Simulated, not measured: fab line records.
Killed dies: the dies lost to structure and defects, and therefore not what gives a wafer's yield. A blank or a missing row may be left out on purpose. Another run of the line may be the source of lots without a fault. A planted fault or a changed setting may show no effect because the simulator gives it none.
A struck lot beside a sound one | flow nand-harc | 24 steps out of a route of 1302
Sound: the wafers L902.3, L902.4, L902.6. The struck wafers were L912.2, L912.3, L912.5. Last of all comes the cause.
For every step that has rows: the tool of each side, followed by ch and its chambers, followed by its first start. Under that, the readings that differ: sound wafers | struck wafers | difference of the means | sigmas: that difference in standard deviations of wafers without a fault.
alike: same words and numbers on both sides, and readings whose means sit less than 2 such deviations apart. not compared: any withheld reading, any reading some wafer has no value for, any bound like >300 that may hide the same value, and any number with overlapping values for which the record gives no deviation.
A row with sigmas, a row that says differs or no value, or rows on one side alone: a step with any of these is where the two part. Numbers that don't overlap but have no deviation are shown without sigmas and don't part them. Lack of a reading on every wafer of one side parts them only where that side has two or more wafers.

first, 10 steps without rows for these wafers: NHARC_A_CHANNEL_HOLE_D1_DESCUM_15 (chemistry O2, time 3 s); NHARC_A_CHANNEL_HOLE_D1_ETCH_38 (etches the open film in CF4, target depth 39 nm, time 65 s); NHARC_A_CHANNEL_HOLE_D1_ETCH_39 (etches the open film in N2/H2, target depth 260 nm, time 325 s); NHARC_A_CHANNEL_HOLE_D1_ETCH_34 (etches the open film in CF4/CHF3, target depth 154 nm, time 77 s); NHARC_A_CHANNEL_HOLE_D1_ETCH_16 (etches the open film in O2/COS, target depth 3100 nm, time 806 s); NHARC_A_CHANNEL_HOLE_D1_ETCH_19 (etches the open film in C4F8/O2/Ar, time 34.5 s); NHARC_A_CHANNEL_HOLE_D1_ETCH_20 (etches the open film in C4F8/O2/Ar, time 361.9 s, target depth 1600 nm); NHARC_A_CHANNEL_HOLE_D1_ETCH_21 (etches the open film in C4F8/O2/Ar, time 514.3 s, target depth 1600 nm); NHARC_A_CHANNEL_HOLE_D1_ETCH_22 (etches the open film in C4F8/O2/Ar, time 666.7 s, target depth 1600 nm); NHARC_A_CHANNEL_HOLE_D1_ETCH_23 (etches the open film in C4F8/O2/Ar, time 819 s, target depth 1600 nm).
NHARC_A_CHANNEL_HOLE_D1_ETCH_24: etches the open film in C4F8/O2/Ar, time 906.2 s, target depth 1500 nm.
  sound on har-etch-01 ch 0,1, day 9 02:12; struck on har-etch-01 ch 0, day 13 04:46
  no value came back on the struck wafers for any of 5 readings (c4f8-flow-sccm (sccm), chamber-pressure-mTorr (mTorr) and others); on the sound wafers c4f8-flow-sccm (sccm) reads 93.32 93.74 93.84
then, 6 steps without rows for these wafers: NHARC_A_CHANNEL_HOLE_D1_ETCH_25 (etches the open film in C4F8/O2/Ar, time 1040.2 s, target depth 1500 nm); NHARC_A_CHANNEL_HOLE_D1_ETCH_26 (etches the open film in C4F8/O2/Ar, time 224.1 s, target depth 300 nm); NHARC_A_CHANNEL_HOLE_D1_ETCH_33 (etches the open film in C4F8/O2/Ar, time 90 s, target depth 400 nm); NHARC_A_CHANNEL_HOLE_D1_STRIP_41 (strips in N2/H2); NHARC_A_CHANNEL_HOLE_D1_STRIP_42 (strips in CF4/CHF3); NHARC_A_CHANNEL_HOLE_D1_STRIP_43 (strips in O2/COS).
NHARC_A_CHANNEL_HOLE_D1_ETCH_44: etches the open film in CF4/O2, target depth 140 nm, overetch 14 nm, time 77 s.
  sound on rie-diel-09 ch 0,2,3, day 9 04:34; struck on rie-diel-10 ch 2,3, day 13 07:17
  alike: bias-w, cf4-flow-sccm, drypump-motor-current-A, oes_ar_750_au, oes_o_777_au, oes-product-au, rf-vpp-V, showerhead-plenum-p-Torr, throttle-valve-pct
  not compared: rf-hours-counter-h, model.A_CHANNEL_HOLE_D1.cd-nm
then, 3 steps without rows for these wafers: NHARC_A_CHANNEL_HOLE_D1_STRIP_27 (strips in O2); NHARC_A_CHANNEL_HOLE_D1_PRECLEAN_28 (cleans in SC1); NHARC_A_CHANNEL_HOLE_D1_SRD_29.
NHARC_A_CHANNEL_HOLE_D1_CD_MEAS_30:
  struck on cd-sem-01, day 13 08:05; sound on cd-sem-03, day 9 05:21
  reading    | sound          | struck       | difference | sigmas
  cd-nm (nm) | 90.5 91.8 90.1 | 3.4 0.2 -1.3 | -90.0      | -50
NHARC_A_CHANNEL_HOLE_D1_XSEM_31:
  sound on xsem-02 ch 0, day 9 05:26; struck on xsem-02 ch 0, day 13 08:11
  reading        | sound          | struck      | difference | sigmas
  bot-cd-nm (nm) | 75.2 77.3 74.9 | 3.6 0.3 0.0 | -74.5      | -41
  bow-nm (nm)    | 8.9 8.9 8.9    | 0.4 0.4 0.4 | -8.5       | -24
  alike: tilt-deg
-- jump in the record: it breaks off in module A_CHANNEL_HOLE_D1 and resumes in module END (first step shown: number 1302 of the route), and 16 days separate the struck wafers' starts before and after --
NHARC_END_SORT_01:
  at this point the record logs the struck wafers (prober-02 ch 0, day 29 05:44) and has no rows for the sound ones

WHERE THEY PART
Earliest at NHARC_A_CHANNEL_HOLE_D1_ETCH_24; latest, in this record, at NHARC_END_SORT_01.

WHY: what the simulator had put in
Skipped step whole: har-etch-01, from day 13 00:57 on, at NHARC_A_CHANNEL_HOLE_D1_ETCH_24. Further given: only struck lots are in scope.
